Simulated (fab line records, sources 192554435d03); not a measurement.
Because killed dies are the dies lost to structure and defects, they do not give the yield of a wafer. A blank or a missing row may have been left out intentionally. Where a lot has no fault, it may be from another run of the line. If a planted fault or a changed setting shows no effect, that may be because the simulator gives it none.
fab line records	flow n5_finfet	part 1 of 2: steps 1 to 25 of 32
record: lots: 5	wafers: 15	last_day: 18
route steps=1938 shown MIM_BOT_LITHO@1857 MIM_BOT_ETCH@1866 PASS1_CAP@1873 TV_LITHO@1875 TV_OPEN@1887
lots with no fault: from the same line, run without faults
start_h: the number of hours between the record's first day and the start of the first shown wafer of the lot	wait_h: time in hours since the lot's previous step	" as in the row above	L1.1+2: a single row standing in for several wafers	- no value present, or no start provided	* or withheld: withheld	< > ~ a bound
route shown NAME@n: a module of which the file shows steps, and the number in the route of the first	usual: mean/standard deviation of fault-free wafers	same: alike in all rows	chamber/n: place in a boat	sites: readings site by site	_std_site: the standard deviation of these	_edge_site: inner sites' mean taken away from outer sites' mean	radius_mm: for every site, how far away it sits from the centre of the wafer	mask NAME#n: copy n	behind: tool/chamber where the wafer was last shaped	hold: why the lot was held/for how many hours/how that ended	device: the n, p or np transistor that did not switch	end of line: the route-end tests of the same wafers	a step without rows: its recipe alone	killed: at the first sort, the dies lost to defects and structure; wafer yield is something else	map: a wafer's dies, x killed, . not, _ none there
set.NAME: setting as actually run; set.NAME@STEP: the setting as run at that earlier step	model.NAME: the simulator's own value behind a step, which no gauge read
a table for each step, a row for each wafer; lots at some steps of the route
services: the hour from which a tool's chamber was out of use, counted from the record's first day as start_h (under 0 if before that day), plus the number of hours and why
== steps ==
step: N5_MIM_BOT_LITHO_SOFTBAKE_03
recipe: temp_c: 100	time_s: 90
same: time_s: 90
lot.wafer	tool	chamber	start_h	wait_h
L074.1+2+6	litho_track-04	0	-	-
L080.3+4+6	litho_track-05	0	-	-
L082.1+2+4	litho_track-02	0	-	-
L089.1+3+6	litho_track-04	0	-	-
L091.2+5+6	litho_track-02	0	-	-
step: N5_MIM_BOT_LITHO_EXPOSE_05
recipe: mask_id: MIM_BOT	na: 0.55	source_shape: conventional	sigma_outer: 0.8	polarization: unpolarized	dose_mj: 24.25
usual: stage_vel_mm_s: 499.98/0.23
lot.wafer	tool	chamber	start_h	wait_h	mask	stage_vel_mm_s
L074.1	krf_scanner-01	0	298.33	-	MIM_BOT#0	499.71
L074.2	"	0	"	"	MIM_BOT#0	500.38
L074.6	"	0	"	"	MIM_BOT#0	500.02
L080.3	krf_scanner-02	0	361.67	-	MIM_BOT#0	499.97
L080.4	"	0	"	"	MIM_BOT#0	499.97
L080.6	"	0	"	"	MIM_BOT#0	499.85
L082.1	krf_scanner-02	0	377.46	-	MIM_BOT#0	500.26
L082.2	"	0	"	"	MIM_BOT#0	500.01
L082.4	"	0	"	"	MIM_BOT#0	499.77
L089.1	krf_scanner-01	0	410.77	-	MIM_BOT#0	500.26
L089.3	"	0	"	"	MIM_BOT#0	500.14
L089.6	"	0	"	"	MIM_BOT#0	500.06
L091.2	krf_scanner-02	0	421.01	-	MIM_BOT#0	500.14
L091.5	"	0	"	"	MIM_BOT#0	499.96
L091.6	"	0	"	"	MIM_BOT#0	499.74
step: N5_MIM_BOT_LITHO_PEB_06
recipe: peb_temp_c: withheld	peb_time_s: *
lot.wafer	tool	chamber	start_h	wait_h
L074.1+2+6	litho_track-04	0	298.38	0.1
L080.3+4+6	litho_track-05	0	361.72	0.0
L082.1+2+4	litho_track-04	0	377.52	0.1
L089.1+3+6	litho_track-05	0	410.83	0.1
L091.2+5+6	litho_track-05	0	421.06	0.0
step: N5_MIM_BOT_LITHO_DEVELOP_07
recipe: develop_time_s: 60	rinse_liquid: diw	dry: air_spin	dev_temp_c: 21
lot.wafer	tool	chamber	start_h	wait_h
L074.1+2+6	litho_track-04	0	-	-
L080.3+4+6	litho_track-05	0	-	-
L082.1+2+4	litho_track-04	0	-	-
L089.1+3+6	litho_track-05	0	-	-
L091.2+5+6	litho_track-05	0	-	-
step: N5_MIM_BOT_LITHO_HARDBAKE_09
recipe: temp_c: 130	time_s: 120
same: time_s: 120
lot.wafer	tool	chamber	start_h	wait_h
L074.1+2+6	litho_track-04	0	-	-
L080.3+4+6	litho_track-05	0	-	-
L082.1+2+4	litho_track-04	0	-	-
L089.1+3+6	litho_track-05	0	-	-
L091.2+5+6	litho_track-05	0	-	-
step: N5_MIM_BOT_LITHO_CD_MEAS_08
recipe: target_cd_nm: 3000	landing_energy_ev: 500	detector: se_inlens	polarity: opening
usual: cd_nm: 3000.0/2
lot.wafer	tool	chamber	start_h	wait_h	cd_nm
L074.1	cd_sem-01	0	298.50	-	2999.7
L074.2	"	0	"	"	3001.0
L074.6	"	0	"	"	3000.8
L080.3	cd_sem-02	0	361.84	-	3002.8
L080.4	"	0	"	"	2999.4
L080.6	"	0	"	"	2998.2
L082.1	cd_sem-03	0	377.64	-	3001.7
L082.2	"	0	"	"	3001.4
L082.4	"	0	"	"	3002.5
L089.1	cd_sem-02	0	410.95	-	2997.5
L089.3	"	0	"	"	2997.1
L089.6	"	0	"	"	2998.6
L091.2	cd_sem-02	0	421.18	-	2995.2
L091.5	"	0	"	"	2996.6
L091.6	"	0	"	"	2998.4
step: N5_MIM_BOT_LITHO_OVL_MEAS_11
recipe: points_per_wafer: 44
usual: MIM_BOT_OVL: 1/6.1
lot.wafer	tool	chamber	start_h	wait_h	MIM_BOT_OVL[nm]
L074.1	overlay-02	0	298.53	0.0	3
L074.2	"	0	"	"	14
L074.6	"	0	"	"	4
L080.3	overlay-01	0	361.87	0.0	-7
L080.4	"	0	"	"	-14
L080.6	"	0	"	"	-7
L082.1	overlay-02	0	377.67	0.0	0
L082.2	"	0	"	"	-6
L082.4	"	0	"	"	0
L089.1	overlay-02	0	410.98	0.0	10
L089.3	"	0	"	"	6
L089.6	"	0	"	"	3
L091.2	overlay-01	0	421.21	0.0	-4
L091.5	"	0	"	"	-10
L091.6	"	0	"	"	0
step: N5_MIM_BOT_LITHO_INSPECT_12
recipe: mode: adi	inspect_instrument: macro
usual: raw_defect_count: 2.2/1.4
lot.wafer	tool	chamber	start_h	wait_h	raw_defect_count
L074.1	defect_inspect-01	-	298.56	0.0	4
L074.2	"	-	"	"	3
L074.6	"	-	"	"	5
L080.3	defect_inspect-01	-	361.89	0.0	2
L080.4	"	-	"	"	2
L080.6	"	-	"	"	4
L082.1	defect_inspect-01	-	377.69	0.0	0
L082.2	"	-	"	"	4
L082.4	"	-	"	"	1
L089.1	defect_inspect-01	-	411.00	0.0	0
L089.3	"	-	"	"	2
L089.6	"	-	"	"	0
L091.2	defect_inspect-01	-	421.23	0.0	1
L091.5	"	-	"	"	1
L091.6	"	-	"	"	2
step: N5_MIM_BOT_LITHO_DESCUM_10
recipe: chemistry: O2	time_s: 7.9	source_power_w: 50	bias_power_w: 20	pressure_mtorr: 20	rf_frequency_hz: 2.712e+07	temp_c: 40	o2_flow_sccm: 225
usual: drypump_motor_current_A: 5.8/0.44	oes_product_au: 0.82/0.1	rf_vpp_V: 243.0/1.1	showerhead_plenum_p_Torr: 2.08/0.038	throttle_valve_pct: 20.32/0.22
same: time_s: 7.9
lot.wafer	tool	chamber	start_h	wait_h	drypump_motor_current_A	oes_product_au	rf_hours_counter_h	rf_vpp_V	showerhead_plenum_p_Torr	throttle_valve_pct
L074.1	rie_diel-05	2	298.59	0.0	5.7	0.69	240	243.1	2.07	20.34
L074.2	"	1	"	"	6.3	0.81	81	242.7	2.03	20.21
L074.6	"	3	"	"	5.5	0.71	-	244.6	2.15	20.36
L080.3	rie_diel-02	0	361.93	0.0	6.2	0.78	132	241.6	2.10	20.49
L080.4	"	1	"	"	5.6	0.68	247	242.5	2.05	20.57
L080.6	"	0	"	"	6.3	0.78	-	242.2	2.10	20.48
L082.1	rie_diel-02	3	377.73	0.0	5.8	0.89	41	244.4	2.12	20.22
L082.2	"	0	"	"	6.2	0.77	139	242.5	2.10	20.49
L082.4	"	1	"	"	5.7	0.68	-	242.6	2.05	20.57
L089.1	rie_diel-02	3	411.11	0.1	5.8	0.85	55	243.8	2.12	20.25
L089.3	"	2	"	"	4.9	0.67	248	242.8	2.06	20.79
L089.6	"	2	"	"	4.9	0.68	-	241.8	2.06	20.79
L091.2	rie_diel-04	2	421.51	0.3	6.2	0.94	16	242.9	2.06	20.20
L091.5	"	1	"	"	5.4	0.86	-	244.1	2.12	20.05
L091.6	"	2	"	"	6.2	0.93	-	241.3	2.06	20.19
step: N5_MIM_BOT_ETCH_ETCH_04
recipe: chemistry: CF4/O2	target: SiNx	target_depth_a: 260	time_s: 13	ion_energy_ev: 100	pressure_mtorr: 40	source_w: 535	bias_w: 49	Ar_flow_sccm: 100	cf4_flow_sccm: 100	O2_flow_sccm: 10
usual: cf4_flow_sccm: 100.0/0.3	drypump_motor_current_A: 5.8/0.44	oes_f_703_au: 0.81/0.096	oes_product_au: 0.82/0.1	rf_vpp_V: 241.5/2	showerhead_plenum_p_Torr: 2.20/0.04	throttle_valve_pct: 15.90/0.23
same: time_s: 13
lot.wafer	tool	chamber	start_h	wait_h	cf4_flow_sccm	drypump_motor_current_A	oes_f_703_au	oes_product_au	rf_hours_counter_h	rf_vpp_V	showerhead_plenum_p_Torr	throttle_valve_pct
L074.1	rie_diel-05	2	298.66	0.0	99.8	5.7	0.70	0.70	240	241.7	2.18	15.94
L074.2	"	1	"	"	99.6	6.3	0.79	0.82	81	243.8	2.15	15.76
L074.6	"	3	"	"	100.3	5.5	0.71	0.71	-	242.2	2.27	16.04
L080.3	rie_diel-02	0	361.99	0.0	100.1	6.2	0.77	0.77	132	242.8	2.21	16.01
L080.4	"	1	"	"	100.3	5.7	0.69	0.68	247	242.7	2.18	16.25
L080.6	"	0	"	"	100.0	6.2	0.77	0.77	-	243.3	2.21	15.99
L082.1	rie_diel-02	3	377.79	0.0	99.6	5.8	0.87	0.88	41	241.5	2.24	15.82
L082.2	"	0	"	"	100.3	6.2	0.76	0.77	139	243.4	2.21	16.00
L082.4	"	1	"	"	100.4	5.6	0.68	0.68	-	244.8	2.18	16.28
L089.1	rie_diel-02	3	411.17	0.0	100.2	5.8	0.86	0.85	55	241.0	2.23	15.83
L089.3	"	2	"	"	100.0	4.9	0.68	0.67	248	243.2	2.17	16.39
L089.6	"	2	"	"	100.1	4.8	0.68	0.67	-	243.8	2.17	16.40
L091.2	rie_diel-04	2	421.57	0.0	99.9	6.2	0.94	0.95	16	241.3	2.16	15.68
L091.5	"	1	"	"	99.9	5.3	0.86	0.86	-	243.3	2.24	15.64
L091.6	"	2	"	"	100.1	6.2	0.93	0.94	-	241.4	2.16	15.68
step: N5_MIM_BOT_ETCH_ETCH_03
recipe: chemistry: Cl2/BCl3	target_depth_a: 120	pressure_mtorr: 8	icp_w: 800	bias_w: 100	Cl2_flow_sccm: 20	bcl3_flow_sccm: 80
usual: drypump_motor_current_A: 6.2/0.39	mfc_cl2_sccm: 20.00/0.061	oes_product_au: 0.79/0.045	throttle_valve_pct: 27.52/0.086
lot.wafer	tool	chamber	start_h	wait_h	drypump_motor_current_A	mfc_cl2_sccm	oes_product_au	rf_hours_counter_h	throttle_valve_pct
L074.1	rie_metal-02	1	298.75	0.1	5.5	19.96	0.86	16	27.60
L074.2	"	0	"	"	6.4	20.06	0.86	13	27.37
L074.6	"	0	"	"	6.4	20.13	0.87	-	27.40
L080.3	rie_metal-02	1	362.11	0.1	5.5	19.99	0.84	-	27.62
L080.4	"	0	"	"	6.4	20.00	0.84	-	27.38
L080.6	"	1	"	"	5.5	19.96	0.84	-	27.62
L082.1	rie_metal-01	1	377.88	0.1	6.5	19.91	0.76	60	27.56
L082.2	"	0	"	"	6.1	20.06	0.75	48	27.44
L082.4	"	1	"	"	6.5	19.96	0.77	-	27.57
L089.1	rie_metal-02	1	411.26	0.1	5.5	20.04	0.82	27	27.63
L089.3	"	0	"	"	6.5	20.03	0.83	-	27.41
L089.6	"	0	"	"	6.5	19.91	0.82	-	27.41
L091.2	rie_metal-01	1	421.66	0.1	6.5	19.87	0.76	65	27.59
L091.5	"	1	"	"	6.5	19.95	0.75	-	27.57
L091.6	"	0	"	"	6.0	20.01	0.75	-	27.44
step: N5_MIM_BOT_ETCH_ETCH_00
recipe: chemistry: Cl2/BCl3	target: TiN	target_depth_a: 455	ion_energy_ev: 150	pressure_mtorr: 10	icp_w: 1000	bias_w: 126	Cl2_flow_sccm: 53.25	bcl3_flow_sccm: 21.75	Ar_flow_sccm: 25
usual: drypump_motor_current_A: 6.2/0.39	mfc_cl2_sccm: 53.26/0.15	oes_product_au: 0.79/0.046	throttle_valve_pct: 21.91/0.065
lot.wafer	tool	chamber	start_h	wait_h	drypump_motor_current_A	mfc_cl2_sccm	oes_product_au	rf_hours_counter_h	throttle_valve_pct
L074.1	rie_metal-02	1	298.84	0.1	5.6	53.32	0.87	16	21.90
L074.2	"	0	"	"	6.4	53.40	0.87	13	21.81
L074.6	"	0	"	"	6.4	53.16	0.86	-	21.80
L080.3	rie_metal-02	1	362.21	0.1	5.6	53.39	0.84	-	21.92
L080.4	"	0	"	"	6.5	53.22	0.84	-	21.81
L080.6	"	1	"	"	5.5	53.24	0.84	-	21.92
L082.1	rie_metal-01	1	377.97	0.1	6.6	52.93	0.75	60	22.01
L082.2	"	0	"	"	6.1	53.33	0.75	48	21.87
L082.4	"	1	"	"	6.6	53.22	0.76	-	22.00
L089.1	rie_metal-02	1	411.35	0.1	5.5	53.20	0.82	27	21.91
L089.3	"	0	"	"	6.5	53.28	0.83	-	21.83
L089.6	"	0	"	"	6.5	53.16	0.82	-	21.83
L091.2	rie_metal-01	1	421.75	0.1	6.5	53.11	0.76	65	22.00
L091.5	"	1	"	"	6.5	53.28	0.75	-	22.02
L091.6	"	0	"	"	6.1	53.41	0.75	-	21.86
step: N5_MIM_BOT_ETCH_STRIP_01
recipe: chemistry: O2	power_w: 600	temp_c: 60	pressure_mtorr: 30	rf_frequency_hz: 6e+07	bias_power_w: 0	overash_fraction: 0.5	o2_flow_sccm: 225
usual: drypump_motor_current_A: 5.7/0.43	oes_product_au: 0.82/0.1	rf_vpp_V: 3.7/1.3	showerhead_plenum_p_Torr: 2.09/0.038	throttle_valve_pct: 16.55/0.24
lot.wafer	tool	chamber	start_h	wait_h	drypump_motor_current_A	oes_product_au	rf_hours_counter_h	rf_vpp_V	showerhead_plenum_p_Torr	throttle_valve_pct
L074.1	rie_diel-04	0	298.98	0.1	6.0	0.91	11	4.4	2.06	16.25
L074.2	"	2	"	"	6.2	0.71	229	5.5	2.08	16.85
L074.6	"	3	"	"	5.3	0.95	-	2.8	2.14	16.40
L080.3	rie_diel-04	1	362.31	0.1	5.3	0.91	17	6.3	2.14	16.28
L080.4	"	0	"	"	6.0	0.84	-	3.2	2.05	16.28
L080.6	"	1	"	"	5.3	0.90	-	3.7	2.13	16.21
L082.1	rie_diel-04	3	378.11	0.1	5.3	0.88	35	3.9	2.13	16.45
L082.2	"	0	"	"	6.0	0.85	43	3.7	2.05	16.32
L082.4	"	1	"	"	5.3	0.91	24	4.9	2.13	16.30
L089.1	rie_diel-02	3	411.59	0.2	5.9	0.86	55	4.3	2.12	16.53
L089.3	"	2	"	"	4.9	0.66	248	3.5	2.06	17.05
L089.6	"	2	"	"	4.9	0.67	-	3.6	2.07	17.07
L091.2	rie_diel-02	0	421.89	0.1	6.3	0.74	157	3.9	2.10	16.74
L091.5	"	1	"	"	5.7	0.98	-	1.9	2.05	16.36
L091.6	"	3	"	"	5.8	0.86	-	2.9	2.12	16.50
step: N5_MIM_BOT_ETCH_STRIP_02
recipe: chemistry: post_etch_residue_remover	time_s: 1200	temp_c: 72.5
usual: bath_guard_temp_C: 72.4/0.61
same: time_s: 1200
lot.wafer	tool	chamber	start_h	wait_h	bath_guard_temp_C
L074.1	wet_bench-04	3	299.04	-	72.8
L074.2	"	6	"	"	72.4
L074.6	"	5	"	"	70.8
L080.3	wet_bench-04	5	362.38	-	71.1
L080.4	"	0	"	"	72.9
L080.6	"	2	"	"	72.8
L082.1	wet_bench-04	4	378.18	-	72.4
L082.2	"	2	"	"	72.9
L082.4	"	5	"	"	71.0
L089.1	wet_bench-02	0	411.66	-	73.1
L089.3	"	7	"	"	71.9
L089.6	"	2	"	"	71.3
L091.2	wet_bench-02	0	421.96	-	72.8
L091.5	"	1	"	"	72.2
L091.6	"	7	"	"	72.1
step: N5_MIM_BOT_ETCH_CLEAN_05
recipe: chemistry: IPA	time_s: 180	temp_c: 25
same: time_s: 180
lot.wafer	tool	chamber	start_h	wait_h
L074.1+2+6	wet_bench-04	3,6,5	299.41	0.0
L080.3+4+6	wet_bench-04	5,0,2	362.71	0.0
L082.1+2+4	wet_bench-04	4,2,5	378.85	0.0
L089.1+3+6	wet_bench-02	0,7,2	411.99	0.0
L091.2+5+6	wet_bench-02	0,1,7	422.32	0.0
step: N5_MIM_BOT_ETCH_SRD_06
recipe: dry: ipa_marangoni	time_s: 30	temp_c: 23	rinse_liquid: diw
same: time_s: 30
lot.wafer	tool	chamber	start_h	wait_h
L074.1+2+6	wet_bench-04	3,6,5	299.46	0.0
L080.3+4+6	wet_bench-04	5,0,2	362.76	0.0
L082.1+2+4	wet_bench-04	4,2,5	378.95	0.0
L089.1+3+6	wet_bench-02	0,7,2	412.04	0.0
L091.2+5+6	wet_bench-02	0,1,7	422.38	0.0
step: N5_PASSIVATION_PECVD_55
recipe: material: SiO2	target_thk_a: 4000	temp_c: 400	precursor: SiH4/N2O	pressure_torr: 2.7	rf_w: 608	time_s: 22.5
usual: heater_power_w: 723/110	showerhead_plenum_p_Torr: 8.12/0.097	throttle_valve_pct: 50.4/2.4
same: time_s: 22.5
lot.wafer	tool	chamber	start_h	wait_h	heater_power_w	showerhead_plenum_p_Torr	throttle_valve_pct
L074.1	pecvd-02	1	299.51	0.0	698	8.02	51.3
L074.2	"	0	"	"	626	8.06	52.6
L074.6	"	1	"	"	704	8.01	51.2
L080.3	pecvd-03	0	362.81	0.0	574	8.29	51.6
L080.4	"	0	"	"	590	8.29	51.5
L080.6	"	2	"	"	783	8.10	48.4
L082.1	pecvd-01	1	379.02	0.0	849	8.05	53.5
L082.2	"	0	"	"	667	8.21	45.9
L082.4	"	2	"	"	738	8.06	49.0
L089.1	pecvd-02	0	412.09	0.0	663	8.04	52.7
L089.3	"	2	"	"	947	8.16	51.4
L089.6	"	0	"	"	691	8.05	52.5
L091.2	pecvd-03	2	422.43	0.0	750	8.07	48.7
L091.5	"	1	"	"	612	8.28	50.7
L091.6	"	0	"	"	642	8.29	51.9
step: N5_PASSIVATION_PECVD_01
recipe: material: SiNx	target_thk_a: 2000	temp_c: 400	precursor: SiH4/NH3/N2	pressure_torr: 4.9	rf_w: 1406	time_s: 43.2
usual: heater_power_w: 434/100	showerhead_plenum_p_Torr: 8.64/0.067	throttle_valve_pct: 28.5/1.3
same: time_s: 43.2
lot.wafer	tool	chamber	start_h	wait_h	heater_power_w	showerhead_plenum_p_Torr	throttle_valve_pct
L074.1	pecvd-02	1	299.54	0.0	464	8.56	29.0
L074.2	"	0	"	"	340	8.60	29.9
L074.6	"	1	"	"	471	8.53	29.3
L080.3	pecvd-03	0	362.85	0.0	329	8.77	29.1
L080.4	"	0	"	"	341	8.77	29.5
L080.6	"	2	"	"	495	8.65	27.2
L082.1	pecvd-01	1	379.05	0.0	570	8.62	30.5
L082.2	"	0	"	"	411	8.68	26.1
L082.4	"	2	"	"	468	8.62	27.7
L089.1	pecvd-02	0	412.14	0.0	293	8.59	29.8
L089.3	"	2	"	"	662	8.70	29.2
L089.6	"	0	"	"	331	8.60	29.6
L091.2	pecvd-03	2	422.47	0.0	458	8.66	27.5
L091.5	"	1	"	"	289	8.76	28.8
L091.6	"	0	"	"	289	8.76	29.3
step: N5_PASSIVATION_HMDS_03
recipe: time_s: 60	temp_c: 120
same: time_s: 60
lot.wafer	tool	chamber	start_h	wait_h
L074.1+2+6	litho_track-03	0	299.62	0.1
L080.3+4+6	litho_track-03	0	368.94	6.1
L082.1+2+4	litho_track-04	0	379.58	0.5
L089.1+3+6	litho_track-01	0	417.79	5.6
L091.2+5+6	litho_track-04	0	424.08	1.6
step: N5_PASSIVATION_COAT_04
recipe: spin_rpm: *	resist_thk_nm: *
lot.wafer	tool	chamber	start_h	wait_h
L074.1+2+6	litho_track-03	0	-	-
L080.3+4+6	litho_track-03	0	-	-
L082.1+2+4	litho_track-04	0	-	-
L089.1+3+6	litho_track-01	0	-	-
L091.2+5+6	litho_track-04	0	-	-
step: N5_PASSIVATION_EBR_06
recipe: solvent: PGMEA	ebr_width_mm: 1.5
lot.wafer	tool	chamber	start_h	wait_h
L074.1+2+6	litho_track-03	0	-	-
L080.3+4+6	litho_track-03	0	-	-
L082.1+2+4	litho_track-04	0	-	-
L089.1+3+6	litho_track-01	0	-	-
L091.2+5+6	litho_track-04	0	-	-
step: N5_PASSIVATION_SOFTBAKE_05
recipe: temp_c: 100	time_s: 90
same: time_s: 90
lot.wafer	tool	chamber	start_h	wait_h
L074.1+2+6	litho_track-03	0	-	-
L080.3+4+6	litho_track-03	0	-	-
L082.1+2+4	litho_track-04	0	-	-
L089.1+3+6	litho_track-01	0	-	-
L091.2+5+6	litho_track-04	0	-	-
step: N5_PASSIVATION_EXPOSE_07
recipe: mask_id: TV	na: 0.55	source_shape: conventional	sigma_outer: 0.8	polarization: unpolarized	defocus_nm: 0	target_cd_nm: 3000	dose_mj: 22.75
usual: stage_vel_mm_s: 499.94/0.26
lot.wafer	tool	chamber	start_h	wait_h	mask	stage_vel_mm_s
L074.1	krf_scanner-01	0	299.73	-	TV#0	500.01
L074.2	"	0	"	"	TV#0	499.95
L074.6	"	0	"	"	TV#0	500.11
L080.3	krf_scanner-02	0	369.05	-	TV#0	499.98
L080.4	"	0	"	"	TV#0	500.19
L080.6	"	0	"	"	TV#0	500.17
L082.1	krf_scanner-01	0	379.82	-	TV#0	500.04
L082.2	"	0	"	"	TV#0	500.14
L082.4	"	0	"	"	TV#0	500.53
L089.1	krf_scanner-02	0	417.90	-	TV#0	500.46
L089.3	"	0	"	"	TV#0	499.64
L089.6	"	0	"	"	TV#0	500.33
L091.2	krf_scanner-01	0	424.32	-	TV#0	499.89
L091.5	"	0	"	"	TV#0	499.82
L091.6	"	0	"	"	TV#0	499.81
step: N5_PASSIVATION_PEB_08
recipe: peb_temp_c: withheld	peb_time_s: *
lot.wafer	tool	chamber	start_h	wait_h
L074.1+2+6	litho_track-04	0	299.79	0.1
L080.3+4+6	litho_track-01	0	369.10	0.0
L082.1+2+4	litho_track-01	0	379.88	0.1
L089.1+3+6	litho_track-03	0	417.95	0.1
L091.2+5+6	litho_track-03	0	424.37	0.0
step: N5_PASSIVATION_DEVELOP_09
recipe: develop_time_s: 60	rinse_liquid: diw	dry: air_spin	dev_temp_c: 21
lot.wafer	tool	chamber	start_h	wait_h
L074.1+2+6	litho_track-04	0	-	-
L080.3+4+6	litho_track-01	0	-	-
L082.1+2+4	litho_track-01	0	-	-
L089.1+3+6	litho_track-03	0	-	-
L091.2+5+6	litho_track-03	0	-	-
